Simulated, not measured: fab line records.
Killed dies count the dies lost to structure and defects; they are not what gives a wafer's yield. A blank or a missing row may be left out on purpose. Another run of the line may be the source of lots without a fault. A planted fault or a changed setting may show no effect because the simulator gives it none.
Split-lot experiment / flow n5-finfet / route with 1938 steps; 7 lots, 21 wafers read

SPLIT DETAILS
At N5_ZERO_LAYER_EXPOSE_08 (exposes mask ZERO, defocus 0 nm, target cd 2000 nm), the setting dose-mj was moved away from the recipe's 16.2 on 6 of the 21 wafers read, by -7.2% to +2.7%. For the rest of the wafers, this setting stayed at what the recipe calls for.

FROM THE SPLIT TO THE READING: what the file shows between them, 2 steps
- N5_ZERO_LAYER_DEVELOP_10: develop time 60 s (also split here: develop-time-s)
- N5_ZERO_LAYER_HARDBAKE_23: time 120 s

THE READING
Shown in nm: cd-nm at N5_ZERO_LAYER_CD_MEAS_11, with target cd 2000 nm. A value of 2000.8 nm with a standard deviation of 2.3 nm is what fault-free wafers of this fab line usually give.

wafer=L080.1; tool, chamber at the split=krf-scanner-01, 0; dose-mj as run=16.2; against the recipe=recipe; cd-nm, nm=1998.3; against lot-mates on the recipe=-
wafer=L080.2; tool, chamber at the split=krf-scanner-01, 0; dose-mj as run=16.2; against the recipe=recipe; cd-nm, nm=2001.8; against lot-mates on the recipe=-
wafer=L080.3; tool, chamber at the split=krf-scanner-01, 0; dose-mj as run=15.03; against the recipe=-7.2%; cd-nm, nm=1988.3; against lot-mates on the recipe=-11.8
wafer=L082.2; tool, chamber at the split=krf-scanner-02, 0; dose-mj as run=16.2; against the recipe=recipe; cd-nm, nm=2000.3; against lot-mates on the recipe=-
wafer=L082.3; tool, chamber at the split=krf-scanner-02, 0; dose-mj as run=16.2; against the recipe=recipe; cd-nm, nm=1998.7; against lot-mates on the recipe=-
wafer=L082.6; tool, chamber at the split=krf-scanner-02, 0; dose-mj as run=16.2; against the recipe=recipe; cd-nm, nm=1999.9; against lot-mates on the recipe=-
wafer=L085.4; tool, chamber at the split=krf-scanner-02, 0; dose-mj as run=16.2; against the recipe=recipe; cd-nm, nm=2003.4; against lot-mates on the recipe=-
wafer=L085.5; tool, chamber at the split=krf-scanner-02, 0; dose-mj as run=16.2; against the recipe=recipe; cd-nm, nm=1997.2; against lot-mates on the recipe=-
wafer=L085.6; tool, chamber at the split=krf-scanner-02, 0; dose-mj as run=16.2; against the recipe=recipe; cd-nm, nm=2000.6; against lot-mates on the recipe=-
wafer=L088.1; tool, chamber at the split=krf-scanner-01, 0; dose-mj as run=15.16; against the recipe=-6.4%; cd-nm, nm=1985.6; against lot-mates on the recipe=-18.2
wafer=L088.5; tool, chamber at the split=krf-scanner-01, 0; dose-mj as run=16.2; against the recipe=recipe; cd-nm, nm=2001.5; against lot-mates on the recipe=-
wafer=L088.6; tool, chamber at the split=krf-scanner-01, 0; dose-mj as run=16.2; against the recipe=recipe; cd-nm, nm=2006.2; against lot-mates on the recipe=-
wafer=L094.1; tool, chamber at the split=krf-scanner-02, 0; dose-mj as run=16.2; against the recipe=recipe; cd-nm, nm=1998.9; against lot-mates on the recipe=-
wafer=L094.2; tool, chamber at the split=krf-scanner-02, 0; dose-mj as run=16.2; against the recipe=recipe; cd-nm, nm=1996.1; against lot-mates on the recipe=-
wafer=L094.5; tool, chamber at the split=krf-scanner-02, 0; dose-mj as run=16.2; against the recipe=recipe; cd-nm, nm=1995.3; against lot-mates on the recipe=-
wafer=L096.3; tool, chamber at the split=krf-scanner-02, 0; dose-mj as run=16.2; against the recipe=recipe; cd-nm, nm=2000.8; against lot-mates on the recipe=-
wafer=L096.4; tool, chamber at the split=krf-scanner-02, 0; dose-mj as run=16.64; against the recipe=+2.7%; cd-nm, nm=2005.8; against lot-mates on the recipe=+5.0
wafer=L096.5; tool, chamber at the split=krf-scanner-02, 0; dose-mj as run=16.64; against the recipe=+2.7%; cd-nm, nm=2004.1; against lot-mates on the recipe=+3.3
wafer=L097.3; tool, chamber at the split=krf-scanner-02, 0; dose-mj as run=16.2; against the recipe=recipe; cd-nm, nm=2001.4; against lot-mates on the recipe=-
wafer=L097.4; tool, chamber at the split=krf-scanner-02, 0; dose-mj as run=15.77; against the recipe=-2.7%; cd-nm, nm=1998.4; against lot-mates on the recipe=-3.0
wafer=L097.6; tool, chamber at the split=krf-scanner-02, 0; dose-mj as run=15.77; against the recipe=-2.7%; cd-nm, nm=1994.3; against lot-mates on the recipe=-7.1

FIT RESULTS
A straight line over all 21 wafers: cd-nm changes by +1.84 nm for each +1% of dose-mj; r = +0.86; the points scatter about the line by 2.6 nm.
The same after taking each lot's own level away (the mean of its wafers on the recipe; 21 wafers): +2.03 nm for each +1%; r = +0.91; scatter 2.2 nm.
On that fit, the largest move of dose-mj shifts the reading by 15 nm.
The lots' own levels span 1996.77 to 2003.85 nm, that is 3.1 times the standard deviation above.
The two slopes are in agreement: the lot-to-lot level therefore moves the slope only a little.
Check: with one of the wafers moved furthest among these (-7.2%) left out of the fit, the line predicts -17.3 nm for it against its lot-mates. Against them it came out at -11.8 nm.

FURTHER SPLITS ON THESE WAFERS
Note: prior to the reading, these wafers also went through further splits. Each is held against what the fit with the lots' levels taken away leaves over:
other split on the same wafers=N5_ZERO_LAYER_DEVELOP_10 develop-time-s; wafers away from the commonest value=7; r with cd-nm (lot level and that fit taken away)=+0.39

THE WHOLE CHAIN: every reading that the file lists as answering this split, in the file's order
step=N5_ZERO_LAYER_CD_MEAS_11; what it does=target cd 2000 nm; reading=cd-nm; change (the file's fit)=+2.09 nm for each +1% of the setting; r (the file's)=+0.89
step=N5_ZERO_LAYER_DESCUM_16; what it does=chemistry O2, time 7.9 s; reading=ZERO_LAYER.cd-nm (the simulator's own value, which no gauge read); change (the file's fit)=+2.13 nm for each +1% of the setting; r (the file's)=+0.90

FILE'S OWN FIT
cd-nm changes by +2.09 nm for each +1% of dose-mj, r = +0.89.
